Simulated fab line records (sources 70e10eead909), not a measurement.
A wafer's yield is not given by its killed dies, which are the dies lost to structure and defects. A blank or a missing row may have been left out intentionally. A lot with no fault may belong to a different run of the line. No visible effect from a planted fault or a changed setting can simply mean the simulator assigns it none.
Chamber matching	flow nand-harc	NHARC_A_STAIRCASE_CMP_450 on cmp-02: 4 sister chambers
The step polishes SiO2, target thk 200 nm. 8 wafers are shown with their chamber, then 8 later ones without.

EACH WAFER AND ITS CHAMBER
wafer	chamber	motor-current-A (A)
L209.6	2	13.3
L216.3	3	10.1
L216.5	1	12.8
L216.6	2	12.9
L220.1	3	10.5
L220.3	1	12.3
L220.4	0	13.4
L223.1	0	13.0

WAFERS WITHOUT THEIR CHAMBER
wafer	motor-current-A (A)
L223.5	13.4
L223.6	12.7
L226.1	10.6
L226.4	13.2
L226.5	12.6
L227.1	10.5
L227.3	12.7
L227.4	13.8

WHICH CHAMBER EACH ONE RAN IN
wafer	from the rows above	in truth
L223.5	can't be placed: 0 or 2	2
L223.6	can't be placed: 1 or 2 or 0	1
L226.1	3	3
L226.4	can't be placed: 0 or 2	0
L226.5	can't be placed: 1 or 2 or 0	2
L227.1	3	3
L227.3	can't be placed: 1 or 2 or 0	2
L227.4	can't be placed: 0 or 2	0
Placed correctly: 2 of 8. From these rows, 6 cannot be placed; in 6 the true chamber is one of the candidates. 0 placed wrongly.
How it was worked out, from the rows above alone: a wafer's distance from a chamber is the root of the sum, over the readings, of the square of ((its reading less the chamber's mean) divided by the reading's scatter). If the next closest chamber is less than 2 further off than the closest, the wafer can't be placed; otherwise it belongs to the closest. Each chamber's mean is taken over the wafers shown for it. The scatter is the square root of a quotient: the sum, over the shown wafers, of each reading's squared deviation from its chamber's mean, divided by wafers minus chambers.
